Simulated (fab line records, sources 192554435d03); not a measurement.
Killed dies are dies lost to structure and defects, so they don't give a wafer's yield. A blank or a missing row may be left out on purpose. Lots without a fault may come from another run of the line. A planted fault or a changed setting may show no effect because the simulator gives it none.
Split-lot experiment | flow n5_finfet | 7 lots, 21 wafers read, on a route of 1938 steps

THE SPLIT
At N5_BEOL_M14_SPUTTER_43 (material TaN, target thk 15 nm, time 24.19 s), the setting power_w was moved away from the recipe's 15000 W on 7 of the 21 wafers read, by -17.5% to +7.0%. The other wafers ran this setting at the recipe's value.

The reading is taken at the split's own step.

THE READING
TaN_of_BEOL_M14_SPUTTER_43.thk_nm (the simulator's own value, which no gauge read), in nm, at N5_BEOL_M14_SPUTTER_43 (material TaN, target thk 15 nm, time 24.19 s). The file gives no usual value for it. The 14 wafers here that ran the recipe average 15.1 nm, standard deviation 0.24 nm.

wafer  | tool, chamber at the split | power_w as run, W | against the recipe | TaN_of_BEOL_M14_SPUTTER_43.thk_nm, nm | against lot-mates on the recipe
L075.3 | pvd_sputter-03, -          | 15000             | recipe             | 14.8                                  | -
L075.6 | pvd_sputter-03, -          | 15000             | recipe             | 14.8                                  | -
L075.5 | pvd_sputter-03, -          | 15000             | recipe             | 15                                    | -
L074.1 | pvd_sputter-02, -          | 16050             | +7.0%              | 16                                    | +1.1
L074.3 | pvd_sputter-02, -          | 15000             | recipe             | 15                                    | -
L074.5 | pvd_sputter-02, -          | 15000             | recipe             | 14.8                                  | -
L076.2 | pvd_sputter-01, -          | 15000             | recipe             | 15.4                                  | -
L076.4 | pvd_sputter-01, -          | 12380             | -17.5%             | 12.6                                  | -2.7
L076.6 | pvd_sputter-01, -          | 15000             | recipe             | 15.2                                  | -
L077.1 | pvd_sputter-01, -          | 15000             | recipe             | 15.4                                  | -
L077.2 | pvd_sputter-01, -          | 15000             | recipe             | 15.4                                  | -
L077.5 | pvd_sputter-01, -          | 15000             | recipe             | 15.4                                  | -
L084.3 | pvd_sputter-01, -          | 15990             | +6.6%              | 16                                    | +1.1
L084.4 | pvd_sputter-01, -          | 15000             | recipe             | 14.8                                  | -
L084.5 | pvd_sputter-01, -          | 15000             | recipe             | 15                                    | -
L086.1 | pvd_sputter-01, -          | 14260             | -4.9%              | 14.4                                  | -0.8
L086.5 | pvd_sputter-01, -          | 14260             | -4.9%              | 14.4                                  | -0.8
L086.3 | pvd_sputter-01, -          | 15000             | recipe             | 15.2                                  | -
L096.4 | pvd_sputter-03, -          | 15000             | recipe             | 15.2                                  | -
L096.5 | pvd_sputter-03, -          | 12880             | -14.1%             | 12.6                                  | -2.6
L096.6 | pvd_sputter-03, -          | 12880             | -14.1%             | 13                                    | -2.2

THE FIT
A straight line over all 21 wafers: TaN_of_BEOL_M14_SPUTTER_43.thk_nm changes by +0.15 nm for each +1% of power_w; r = +0.97; the points scatter about the line by 0.23 nm.
The same after taking each lot's own level away (the mean of its wafers on the recipe; 21 wafers): +0.163 nm for each +1%; r = +0.99; scatter 0.1 nm.
On that fit, the largest move of power_w shifts the reading by 2.8 nm.
The lots' own levels span 14.87 to 15.40 nm, that is 2.3 times the standard deviation above.
So the lot-to-lot level changes the slope little: the two slopes agree.
Check: with one of the wafers moved furthest among these (-17.5%) left out of the fit, the line predicts -2.93 nm for it against its lot-mates. It came out at -2.7 nm against them.

OTHER SPLITS ON THESE WAFERS
These wafers also went through other splits before the reading. Each is held against what the fit with the lots' levels taken away leaves over:
other split on the same wafers | wafers away from the commonest value | r with TaN_of_BEOL_M14_SPUTTER_43.thk_nm (lot level and that fit taken away)
N5_BEOL_M13_COAT_04 spin_rpm   | 6                                    | -0.16
N5_BEOL_M14_ILD_DEP_00 temp_c  | 7                                    | -0.07
N5_BEOL_M14_EXPOSE_07 dose_mj  | 4                                    | +0.20

THE FILE'S OWN FIT
TaN_of_BEOL_M14_SPUTTER_43.thk_nm changes by +0.161 nm for each +1% of power_w, r = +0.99.
